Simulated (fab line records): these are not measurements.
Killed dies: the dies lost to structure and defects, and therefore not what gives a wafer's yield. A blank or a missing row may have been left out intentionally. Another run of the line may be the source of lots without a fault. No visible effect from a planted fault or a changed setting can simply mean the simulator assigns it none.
A lot that was struck, set against a sound lot + flow n5-finfet + 14 out of 1938 route steps
Sound: wafers L633.1, L633.5, L633.6. The struck wafers were L634.2, L634.3, L634.6. At the end, the cause is stated.
Order at every step that has rows: each side's tool, ch and its chambers, its first start. Under that, the readings that differ: sound wafers + struck wafers + difference of the means + sigmas: that difference in standard deviations of wafers without a fault.
alike: same words and numbers on both sides, and readings whose means sit less than 2 such deviations apart. not compared: any withheld reading, any reading some wafer has no value for, any bound like >300 that may hide the same value, and any number with overlapping values for which the record gives no deviation.
Wherever a step has rows on one side only, a row that says differs or no value, or a row with sigmas, the two part there. Numbers that have no deviation but don't overlap get no sigmas and don't part them. A reading that every wafer of one side lacks parts them only if that side has two wafers or more.

N5_MIM_TOP_LITHO_OVL_MEAS_11:
  sound on overlay-01 ch 0, day 14 18:35; struck on overlay-02 ch 0, day 15 09:56
  alike: MIM_TOP_OVL
N5_MIM_TOP_LITHO_INSPECT_12: inspects for defects (macro).
  sound on defect-inspect-01, day 14 18:37; struck on defect-inspect-01, day 15 09:58
  alike: raw-defect-count
N5_MIM_TOP_LITHO_DESCUM_10: chemistry O2, time 7.9 s.
  sound on rie-diel-06 ch 0,3, day 14 18:38; struck on rie-diel-06 ch 2,3, day 15 09:59
  alike: drypump-motor-current-A, oes-product-au, rf-vpp-V, showerhead-plenum-p-Torr, throttle-valve-pct
  not compared: rf-hours-counter-h
N5_MIM_TOP_ETCH_ETCH_00: etches TiN in Cl2/BCl3, target depth 38.5 nm.
  sound on rie-metal-02 ch 0,1, day 14 18:44; struck on rie-metal-01 ch 0, day 15 10:07
  alike: drypump-motor-current-A, oes-product-au, throttle-valve-pct
  not compared: rf-hours-counter-h
N5_MIM_TOP_ETCH_STRIP_01: strips in O2.
  sound on rie-diel-01 ch 0,1,2, day 14 18:52; struck on rie-diel-05 ch 1,3, day 15 10:28
  alike: drypump-motor-current-A, oes-product-au, rf-vpp-V, showerhead-plenum-p-Torr, throttle-valve-pct
  not compared: rf-hours-counter-h
N5_MIM_TOP_ETCH_PECVD_03: deposits SiNx from SiH4/NH3/N2, target thk 20 nm, time 17.6 s.
  sound on pecvd-04 ch 0,1,2, day 14 18:56; struck on pecvd-02 ch 0,1, day 15 10:32
  alike: heater-power-w, showerhead-plenum-p-Torr, throttle-valve-pct
  not compared: since-wet-clean-h
then, 6 steps without rows for these wafers: N5_MIM_BOT_LITHO_HMDS_01 (time 60 s); N5_MIM_BOT_LITHO_COAT_02; N5_MIM_BOT_LITHO_EBR_04; N5_MIM_BOT_LITHO_SOFTBAKE_03 (time 90 s); N5_MIM_BOT_LITHO_EXPOSE_05 (exposes mask MIM BOT); N5_MIM_BOT_LITHO_PEB_06.
N5_MIM_BOT_LITHO_DEVELOP_07: develop time 60 s.
  sound on litho-track-02 ch 0, day 14 19:18; struck on litho-track-04, day 15 10:54
  no value came back on the struck wafers for chill-plate-temp-C (C), develop-time-s (s), resist-line-temp-C (C); on the sound wafers chill-plate-temp-C (C) reads 23.11 23.04 23.02
  not compared: model.coat_of_MIM_BOT_LITHO_COAT_02.thk-nm
then, 1 step without rows for these wafers: N5_MIM_BOT_LITHO_HARDBAKE_09 (time 120 s).

WHERE THEY PART
Within this record, at N5_MIM_BOT_LITHO_DEVELOP_07 only.

WHY: the cause the simulator had injected
Beginning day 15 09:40, the whole step at N5_MIM_BOT_LITHO_DEVELOP_07 was skipped on litho-track-04. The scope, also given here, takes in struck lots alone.
